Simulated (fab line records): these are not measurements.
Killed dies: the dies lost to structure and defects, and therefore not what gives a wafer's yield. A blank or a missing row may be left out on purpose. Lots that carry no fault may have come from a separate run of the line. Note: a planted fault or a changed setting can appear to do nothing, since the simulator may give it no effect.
Comparing a struck lot with a sound one ; flow nandHarc ; 13 steps out of a route of 1302
Sound: these wafers, L247.2, L247.4, L247.6. Wafers struck: L249.4, L249.5, L249.6. Last of all comes the cause.
Order at every step that has rows: each side's tool, ch and its chambers, its first start. Under that, the readings that differ: sound wafers ; struck wafers ; difference of the means ; sigmas: that difference in standard deviations of wafers without a fault.
alike: readings with means less than 2 such deviations apart, plus words and numbers identical on both sides. not compared: withheld readings, readings lacking a value on some wafer, bounds such as >300 that could conceal the same value, and numbers that have no deviation in the record and whose values overlap.
A row with sigmas, a row that says differs or no value, or rows on one side alone: a step with any of these is where the two part. Numbers that have no deviation but don't overlap get no sigmas and don't part them. A reading that every wafer of one side lacks parts them only if that side has two wafers or more.

NHARC_A_STAIRCASE_TRIM_235: chemistry O2, time 211.2 s.
  sound on rieDiel-05 ch 1,3; struck on rieDiel-13 ch 0,1,3
  alike: drypumpMotorCurrentA, oesProductAu, rfVppV, showerheadPlenumPTorr, throttleValvePct
  not compared: rfHoursCounterH
NHARC_A_STAIRCASE_ETCH_236: etches the open film in C4F8/O2, target depth 100 nm, time 40.5 s.
  sound on rieDiel-05 ch 1,2,3; struck on rieDiel-13 ch 0,3
  alike: oesProductAu, rfVppV
  not compared: rfHoursCounterH
NHARC_A_STAIRCASE_STRIP_238: strips in O2.
  sound on plasmaAsher-01 ch 0,1, day 19 08:31; struck on plasmaAsher-01 ch 0,1, day 21 02:41
  alike: drypumpMotorCurrentA, heaterPowerW
  not compared: rfHoursCounterH
then, 8 steps without rows for these wafers: NHARC_A_STAIRCASE_STRIP_239 (strips in SPM, time 900 s); NHARC_A_STAIRCASE_PRECLEAN_240 (cleans in SC1); NHARC_A_STAIRCASE_SRD_241; NHARC_A_STAIRCASE_DEHYDRATE_242 (time 120 s); NHARC_A_STAIRCASE_HMDS_243 (time 30 s); NHARC_A_STAIRCASE_COAT_244; NHARC_A_STAIRCASE_SOFTBAKE_245 (time 170 s); NHARC_A_STAIRCASE_EBR_246.
NHARC_A_STAIRCASE_EXPOSE_247: exposes mask SDS 1.
  struck on krfScanner-04, day 21 03:46; sound on krfScanner-04 ch 0, day 19 09:37
  no value came back on the struck wafers for exposureDoseMJCm2, focusOffsetNm (nm); on the sound wafers exposureDoseMJCm2 reads 25.307 25.291 25.279
  alike: mask
then, 1 step without rows for these wafers: NHARC_A_STAIRCASE_PEB_248 (peb time 130 s).

WHERE THEY PART
Only at NHARC_A_STAIRCASE_EXPOSE_247, as far as this record shows.

WHY: what the simulator had put in
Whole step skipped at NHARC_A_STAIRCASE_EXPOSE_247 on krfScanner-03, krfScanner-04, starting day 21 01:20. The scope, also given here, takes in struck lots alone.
